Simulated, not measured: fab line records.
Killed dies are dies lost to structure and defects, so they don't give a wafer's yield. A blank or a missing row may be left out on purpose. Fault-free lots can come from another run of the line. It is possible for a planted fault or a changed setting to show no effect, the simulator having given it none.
Matching of chambers / flow n5Finfet / N5_BEOL_M5_ETCH_75 on rieDiel-03: 4 sister chambers
The step etches underlayer in N2/H2, target depth 6.5 nm, time 5.2 s. 16 wafers are shown with their chamber, then 8 later ones without.

EACH WAFER AND ITS CHAMBER
wafer=L076.1; chamber=1; showerheadPlenumPTorr (Torr)=2.53; drypumpMotorCurrentA (A)=6.0; oesProductAu (a.u.)=0.61
wafer=L076.4; chamber=0; showerheadPlenumPTorr (Torr)=2.44; drypumpMotorCurrentA (A)=4.9; oesProductAu (a.u.)=0.64
wafer=L076.6; chamber=2; showerheadPlenumPTorr (Torr)=2.60; drypumpMotorCurrentA (A)=6.2; oesProductAu (a.u.)=0.59
wafer=L075.2; chamber=3; showerheadPlenumPTorr (Torr)=2.48; drypumpMotorCurrentA (A)=6.3; oesProductAu (a.u.)=0.82
wafer=L075.4; chamber=1; showerheadPlenumPTorr (Torr)=2.53; drypumpMotorCurrentA (A)=6.1; oesProductAu (a.u.)=0.60
wafer=L075.6; chamber=2; showerheadPlenumPTorr (Torr)=2.60; drypumpMotorCurrentA (A)=6.1; oesProductAu (a.u.)=0.60
wafer=L078.2; chamber=2; showerheadPlenumPTorr (Torr)=2.60; drypumpMotorCurrentA (A)=6.2; oesProductAu (a.u.)=0.59
wafer=L078.4; chamber=3; showerheadPlenumPTorr (Torr)=2.48; drypumpMotorCurrentA (A)=6.3; oesProductAu (a.u.)=0.81
wafer=L078.6; chamber=1; showerheadPlenumPTorr (Torr)=2.53; drypumpMotorCurrentA (A)=6.1; oesProductAu (a.u.)=0.60
wafer=L079.2; chamber=0; showerheadPlenumPTorr (Torr)=2.43; drypumpMotorCurrentA (A)=4.9; oesProductAu (a.u.)=0.63
wafer=L079.3; chamber=3; showerheadPlenumPTorr (Torr)=2.48; drypumpMotorCurrentA (A)=6.3; oesProductAu (a.u.)=0.79
wafer=L079.5; chamber=0; showerheadPlenumPTorr (Torr)=2.43; drypumpMotorCurrentA (A)=4.9; oesProductAu (a.u.)=0.64
wafer=L085.2; chamber=2; showerheadPlenumPTorr (Torr)=2.60; drypumpMotorCurrentA (A)=6.2; oesProductAu (a.u.)=0.82
wafer=L085.5; chamber=0; showerheadPlenumPTorr (Torr)=2.43; drypumpMotorCurrentA (A)=4.9; oesProductAu (a.u.)=0.62
wafer=L085.6; chamber=1; showerheadPlenumPTorr (Torr)=2.52; drypumpMotorCurrentA (A)=6.0; oesProductAu (a.u.)=0.58
wafer=L091.2; chamber=0; showerheadPlenumPTorr (Torr)=2.43; drypumpMotorCurrentA (A)=4.9; oesProductAu (a.u.)=0.62

SIGNATURES, as means of the wafers listed above
reading=showerheadPlenumPTorr; chamber 0=2.4320; chamber 1=2.5275; chamber 2=2.6000; chamber 3=2.4800; scatter within a chamber=0.00359
reading=drypumpMotorCurrentA; chamber 0=4.900; chamber 1=6.050; chamber 2=6.175; chamber 3=6.300; scatter within a chamber=0.0382
reading=oesProductAu; chamber 0=0.6300; chamber 1=0.5975; chamber 2=0.6500; chamber 3=0.8067; scatter within a chamber=0.0577
Rule: a wafer lies at a distance from a chamber equal to the root of the sum of squares, over the readings, of (its reading less the chamber's mean, divided by the reading's scatter). If the next closest chamber is less than 2 further off than the closest, the wafer can't be placed; otherwise it belongs to the closest. How the scatter is found: for the shown wafers, subtract from each reading the mean of its chamber, square and add these, divide the total by (wafers less chambers), then take the root.

WAFERS WITHOUT THEIR CHAMBER
wafer=L091.5; showerheadPlenumPTorr (Torr)=2.43; drypumpMotorCurrentA (A)=4.9; oesProductAu (a.u.)=0.62
wafer=L091.6; showerheadPlenumPTorr (Torr)=2.47; drypumpMotorCurrentA (A)=6.3; oesProductAu (a.u.)=0.77
wafer=L095.2; showerheadPlenumPTorr (Torr)=2.59; drypumpMotorCurrentA (A)=6.2; oesProductAu (a.u.)=0.77
wafer=L095.5; showerheadPlenumPTorr (Torr)=2.42; drypumpMotorCurrentA (A)=4.9; oesProductAu (a.u.)=0.62
wafer=L095.6; showerheadPlenumPTorr (Torr)=2.52; drypumpMotorCurrentA (A)=6.0; oesProductAu (a.u.)=0.59
wafer=L094.3; showerheadPlenumPTorr (Torr)=2.52; drypumpMotorCurrentA (A)=6.1; oesProductAu (a.u.)=0.57
wafer=L094.5; showerheadPlenumPTorr (Torr)=2.59; drypumpMotorCurrentA (A)=6.2; oesProductAu (a.u.)=0.76
wafer=L094.6; showerheadPlenumPTorr (Torr)=2.51; drypumpMotorCurrentA (A)=6.1; oesProductAu (a.u.)=0.58

WHICH CHAMBER EACH ONE RAN IN
wafer=L091.5; from the rows above=0; in truth=0
wafer=L091.6; from the rows above=3; in truth=3
wafer=L095.2; from the rows above=2; in truth=2
wafer=L095.5; from the rows above=0; in truth=0
wafer=L095.6; from the rows above=1; in truth=1
wafer=L094.3; from the rows above=1; in truth=1
wafer=L094.5; from the rows above=2; in truth=2
wafer=L094.6; from the rows above=1; in truth=1
Correct placement for 8 of the 8. Number that these rows cannot place: 0. Placed wrongly: 0.
